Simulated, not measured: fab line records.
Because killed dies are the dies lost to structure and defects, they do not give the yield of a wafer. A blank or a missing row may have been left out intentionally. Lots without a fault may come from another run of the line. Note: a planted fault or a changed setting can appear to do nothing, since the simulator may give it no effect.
Chamber matching    flow n5-finfet    N5_BEOL_M6_ALD_77 on ald-metal-02: 4 sister chambers
The step deposits TaN, target thk 2 nm, pulse time 2 s, purge time 3 s. 14 wafers are shown with their chamber, then 7 later ones without.

== WAFERS, EACH WITH ITS CHAMBER ==
wafer   chamber  heater-power-w (W)  precursor-vessel-pressure-torr (Torr)  chamber-pressure-Torr (Torr)
L075.1  3        373                 26.25                                  3.003
L075.5  0        388                 26.30                                  2.993
L075.6  3        372                 26.25                                  2.996
L081.1  3        375                 26.26                                  3.000
L081.4  0        394                 26.31                                  3.001
L081.6  2        386                 26.27                                  2.998
L082.1  0        384                 26.19                                  3.000
L082.4  1        421                 26.23                                  2.993
L082.5  3        382                 26.21                                  2.992
L084.1  2        398                 26.28                                  2.997
L084.4  3        372                 26.24                                  3.001
L084.5  1        418                 26.25                                  2.999
L086.1  3        369                 26.19                                  3.000
L086.4  1        426                 26.26                                  2.989

SIGNATURES (averages over the wafers above)
reading                         chamber 0  chamber 1  chamber 2  chamber 3  scatter within a chamber
heater-power-w                  388.67     421.67     392.00     373.83     5.04
precursor-vessel-pressure-torr  26.2667    26.2467    26.2750    26.2333    0.0362
chamber-pressure-Torr           2.99800    2.99367    2.99750    2.99867    0.0041
Rule: a wafer's distance from a chamber is the root of the sum, over the readings, of the square of ((its reading less the chamber's mean) divided by the reading's scatter). If the next closest chamber is less than 2 further off than the closest, the wafer can't be placed; otherwise it belongs to the closest. The scatter: the root of (the sum of the squares of (reading less its chamber's mean) over the shown wafers, divided by (wafers less chambers)).

== WAFERS WITH NO CHAMBER GIVEN ==
wafer   heater-power-w (W)  precursor-vessel-pressure-torr (Torr)  chamber-pressure-Torr (Torr)
L086.5  390                 26.23                                  3.002
L095.2  393                 26.26                                  3.004
L095.3  425                 26.22                                  2.995
L095.6  380                 26.22                                  2.994
L093.3  387                 26.37                                  3.001
L093.4  416                 26.21                                  3.001
L093.6  384                 26.18                                  3.000

== WHICH CHAMBER EACH WENT THROUGH ==
wafer   from the rows above           in truth
L086.5  can't be placed: 0 or 2 or 3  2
L095.2  can't be placed: 2 or 0       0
L095.3  1                             1
L095.6  can't be placed: 3 or 0 or 2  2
L093.3  can't be placed: 2 or 0 or 3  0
L093.4  1                             1
L093.6  can't be placed: 3 or 0 or 2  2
Correct placement for 2 of the 7. These rows do not allow placing 5 (true chamber among the candidates in 5). Placed wrongly: 0.
